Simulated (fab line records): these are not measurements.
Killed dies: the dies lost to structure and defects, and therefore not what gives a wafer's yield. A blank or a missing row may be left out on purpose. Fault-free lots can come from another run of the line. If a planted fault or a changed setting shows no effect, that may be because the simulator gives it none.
Check for tools in common + flow nandHarc + 2 lots, 6 wafers sampled

== WHY THIS WAS OPENED ==
Flagged at NHARC_END_SORT_01: reading killedAtPeriphery, on 2 of 2 lots. Fault-free wafers read 4.2, with a standard deviation of 2.9.
Rule: a lot gets a flag if all its wafers with a number sit over 4 standard deviations from that mean, or if no wafer of it has a number. As for the other lots, they are considered sound.

| lot  | measured     | on        | killedAtPeriphery, wafer by wafer | flag    |
|------|--------------|-----------|-----------------------------------|---------|
| L524 | day 29 22:18 | prober-02 | 78 46 45                          | FLAGGED |
| L523 | day 29 23:02 | prober-01 | 77 50 53                          | FLAGGED |
Average over the flagged lots: 58.2; offset from the usual +54.0, equal to +19 standard deviations.

== LOT BY LOT: THE TOOL USED ==
Before the reading, the record contains 3 process steps out of a 1302-step route. Each cell gives the tool, then ch followed by the chambers the sampled wafers passed through, then the start.
| lot  | flag    | NHARC_P_GATE_STRIP_76               | NHARC_P_CONTACT_DEP_00                   | NHARC_P_CONTACT_ETCH_35           |
|------|---------|-------------------------------------|------------------------------------------|-----------------------------------|
| L524 | FLAGGED | plasmaAsher-01 ch 0,1, day 11 17:50 | pecvd-04 ch 1,2, day 11 23:49 or earlier | rieDiel-05 ch 0,1,2, day 11 23:49 |
| L523 | FLAGGED | plasmaAsher-01 ch 0,1, day 11 17:13 | pecvd-02 ch 1,2, day 11 22:55 or earlier | rieDiel-01 ch 0,1,3, day 11 22:55 |
What is done by these steps:
- NHARC_P_GATE_STRIP_76: strips in O2.
- NHARC_P_CONTACT_DEP_00: deposits SiO2, target thk 500 nm.
- NHARC_P_CONTACT_ETCH_35: etches the open film in CF4, target depth 39 nm, time 65 s.
- NHARC_END_SORT_01

== FLAGGED OVER TOTAL, TOOL BY TOOL (the gauges that took the reading come last) ==
| step                    | tool           | lots run | flagged | share of the flagged lots | sound lots run after its first flagged lot |
|-------------------------|----------------|----------|---------|---------------------------|--------------------------------------------|
| NHARC_P_GATE_STRIP_76   | plasmaAsher-01 | 2        | 2       | all                       | 0                                          |
| NHARC_P_CONTACT_DEP_00  | pecvd-02       | 1        | 1       | some                      | 0                                          |
| NHARC_P_CONTACT_DEP_00  | pecvd-04       | 1        | 1       | some                      | 0                                          |
| NHARC_P_CONTACT_ETCH_35 | rieDiel-01     | 1        | 1       | some                      | 0                                          |
| NHARC_P_CONTACT_ETCH_35 | rieDiel-05     | 1        | 1       | some                      | 0                                          |
| NHARC_END_SORT_01       | prober-01      | 1        | 1       | some                      | 0                                          |
| NHARC_END_SORT_01       | prober-02      | 1        | 1       | some                      | 0                                          |
NHARC_P_CONTACT_DEP_00 gives no start for some lots, so the hours and the order of its lots are those of NHARC_P_CONTACT_ETCH_35.

== WHAT IS ALLOWED BY THE TABLE ==
In the table, 1 row covers all flagged lots: plasmaAsher-01 at NHARC_P_GATE_STRIP_76.
- plasmaAsher-01 at NHARC_P_GATE_STRIP_76 ran 2 lots, 2 of them flagged. It ran no sound lot before its first flagged lot in this sample, so the start can't be narrowed down.
One tool is left: plasmaAsher-01 at NHARC_P_GATE_STRIP_76.

== WHAT THE SIMULATOR HAD PUT IN ==
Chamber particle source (plasmaAsher-01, NHARC_P_GATE_STRIP_76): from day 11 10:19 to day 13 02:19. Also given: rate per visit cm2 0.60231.
Shown lots that were struck: L524, L523. The rule above reached the same finding.
